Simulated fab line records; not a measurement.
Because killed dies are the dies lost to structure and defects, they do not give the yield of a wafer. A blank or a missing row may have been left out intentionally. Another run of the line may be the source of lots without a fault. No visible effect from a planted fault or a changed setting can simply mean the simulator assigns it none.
Chamber matching | flow nand_harc | 4 sister chambers for NHARC_A_STAIRCASE_DESCUM_252 on rie_diel-10
The step chemistry O2, time 3 s. 4 wafers are shown with their chamber, then 9 later ones without.

## WAFERS PAIRED WITH THEIR CHAMBERS
wafer  | chamber | drypump_motor_current_A (A)
L082.1 | 2       | 5.8
L086.1 | 1       | 6.4
L086.2 | 3       | 5.8
L086.3 | 0       | 5.0

## WAFERS WITH NO CHAMBER GIVEN
wafer  | drypump_motor_current_A (A)
L085.2 | 5.8
L085.4 | 5.0
L085.5 | 6.4
L091.1 | 5.0
L091.2 | 5.8
L091.5 | 5.8
L093.1 | 5.9
L093.5 | 5.9
L093.6 | 5.0

## WHICH CHAMBER EACH WENT THROUGH
wafer  | from the rows above     | in truth
L085.2 | can't be placed: 2 or 3 | 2
L085.4 | 0                       | 0
L085.5 | 1                       | 1
L091.1 | 0                       | 0
L091.2 | can't be placed: 2 or 3 | 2
L091.5 | can't be placed: 2 or 3 | 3
L093.1 | can't be placed: 2 or 3 | 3
L093.5 | can't be placed: 2 or 3 | 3
L093.6 | 0                       | 0
Correct placement for 4 of the 9. These rows do not allow placing 5 (true chamber among the candidates in 5). Wrongly placed: 0.
How it was worked out, from the rows above alone: a wafer's distance from a chamber is the root of the sum, over the readings, of the square of ((its reading less the chamber's mean) divided by the reading's scatter). If the next closest chamber is less than 2 further off than the closest, the wafer can't be placed; otherwise it belongs to the closest. For every chamber, the mean is computed from those of its wafers that are shown. The scatter: root of mean squared gap, hidden wafer to nearest shown wafer, with one shown wafer a chamber.
